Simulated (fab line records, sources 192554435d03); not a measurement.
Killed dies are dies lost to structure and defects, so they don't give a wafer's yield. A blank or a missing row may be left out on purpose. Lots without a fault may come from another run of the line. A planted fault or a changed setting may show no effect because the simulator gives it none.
Chamber matching | flow n5_finfet | N5_HKMG_FIN_ALD_74 on ald_hk-02: 4 sister chambers
The step deposits La2O3, target thk 0.5 nm, pulse time 6 s, co reactant pulse time 1 s. 16 wafers are shown with their chamber, then 8 later ones without.

WAFERS WITH THEIR CHAMBER
wafer  | chamber | heater_power_w (W) | precursor_pulse_height_rel
L078.1 | 0       | 335                | 0.977
L078.4 | 1       | 424                | 0.973
L078.6 | 3       | 310                | 0.995
L081.2 | 2       | 373                | 1.021
L081.4 | 1       | 413                | 0.996
L081.6 | 3       | 312                | 0.999
L082.1 | 3       | 321                | 1.008
L082.4 | 1       | 411                | 0.977
L082.6 | 3       | 319                | 1.037
L087.3 | 0       | 345                | 1.000
L087.4 | 2       | 366                | 1.017
L087.5 | 0       | 340                | 1.004
L088.1 | 3       | 328                | 1.017
L088.2 | 0       | 342                | 0.963
L088.5 | 1       | 408                | 0.988
L091.1 | 0       | 334                | 1.021

SIGNATURES (means of the wafers above)
reading                    | chamber 0 | chamber 1 | chamber 2 | chamber 3 | scatter within a chamber
heater_power_w             | 339.20    | 414.00    | 369.50    | 318.00    | 6.24
precursor_pulse_height_rel | 0.99300   | 0.98350   | 1.01900   | 1.01120   | 0.0172
Rule: a wafer's distance from a chamber is the root of the sum, over the readings, of the square of ((its reading less the chamber's mean) divided by the reading's scatter). The wafer belongs to the nearest chamber; if the next one is less than 2 further off, it can't be placed. The scatter: the root of (the sum of the squares of (reading less its chamber's mean) over the shown wafers, divided by (wafers less chambers)).

WAFERS WITHOUT THEIR CHAMBER
wafer  | heater_power_w (W) | precursor_pulse_height_rel
L091.2 | 316                | 0.986
L091.4 | 375                | 0.994
L097.1 | 334                | 1.034
L097.2 | 383                | 0.985
L097.3 | 317                | 0.985
L097.4 | 416                | 0.993
L097.5 | 349                | 1.029
L097.6 | 318                | 1.000

WHICH CHAMBER EACH WENT THROUGH
wafer  | from the rows above     | in truth
L091.2 | 3                       | 3
L091.4 | 2                       | 2
L097.1 | can't be placed: 0 or 3 | 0
L097.2 | 2                       | 2
L097.3 | 3                       | 3
L097.4 | 1                       | 1
L097.5 | can't be placed: 0 or 2 | 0
L097.6 | 3                       | 3
Placed correctly: 6 of 8. Can't be placed from these rows: 2 (the true chamber is among the candidates in 2). Placed wrongly: 0.
